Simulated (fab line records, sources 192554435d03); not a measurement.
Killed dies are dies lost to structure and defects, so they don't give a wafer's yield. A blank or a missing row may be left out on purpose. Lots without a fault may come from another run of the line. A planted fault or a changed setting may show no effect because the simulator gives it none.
Chamber matching | flow n5_finfet | N5_BEOL_M7_PECVD_70 on pecvd-04: 3 sister chambers
The step deposits SiO2 from TEOS/O2, target thk 20 nm, time 22.7 s. 3 wafers are shown with their chamber, then 12 later ones without.

WAFERS WITH THEIR CHAMBER
wafer  | chamber | throttle_valve_pct (%)
L090.1 | 1       | 24.9
L090.2 | 2       | 22.0
L090.3 | 0       | 20.7

WAFERS WITHOUT THEIR CHAMBER
wafer  | throttle_valve_pct (%)
L090.4 | 24.6
L090.5 | 21.0
L090.6 | 22.3
L093.2 | 22.1
L093.3 | 20.8
L093.4 | 21.1
L096.2 | 24.3
L096.3 | 22.3
L096.5 | 24.7
L097.2 | 22.4
L097.3 | 24.5
L097.5 | 24.7

WHICH CHAMBER EACH WENT THROUGH
wafer  | from the rows above     | in truth
L090.4 | 1                       | 1
L090.5 | 0                       | 0
L090.6 | 2                       | 2
L093.2 | 2                       | 2
L093.3 | 0                       | 0
L093.4 | can't be placed: 0 or 2 | 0
L096.2 | 1                       | 1
L096.3 | 2                       | 2
L096.5 | 1                       | 1
L097.2 | 2                       | 2
L097.3 | 1                       | 1
L097.5 | 1                       | 1
Placed correctly: 11 of 12. Can't be placed from these rows: 1 (the true chamber is among the candidates in 1). Placed wrongly: 0.
How it was worked out, from the rows above alone: a wafer's distance from a chamber is the root of the sum, over the readings, of the square of ((its reading less the chamber's mean) divided by the reading's scatter). The wafer belongs to the nearest chamber; if the next one is less than 2 further off, it can't be placed. A chamber's mean is the mean of its shown wafers. The scatter: with one shown wafer a chamber, the root of the mean of the squares of how far each hidden wafer lies from its nearest shown one.
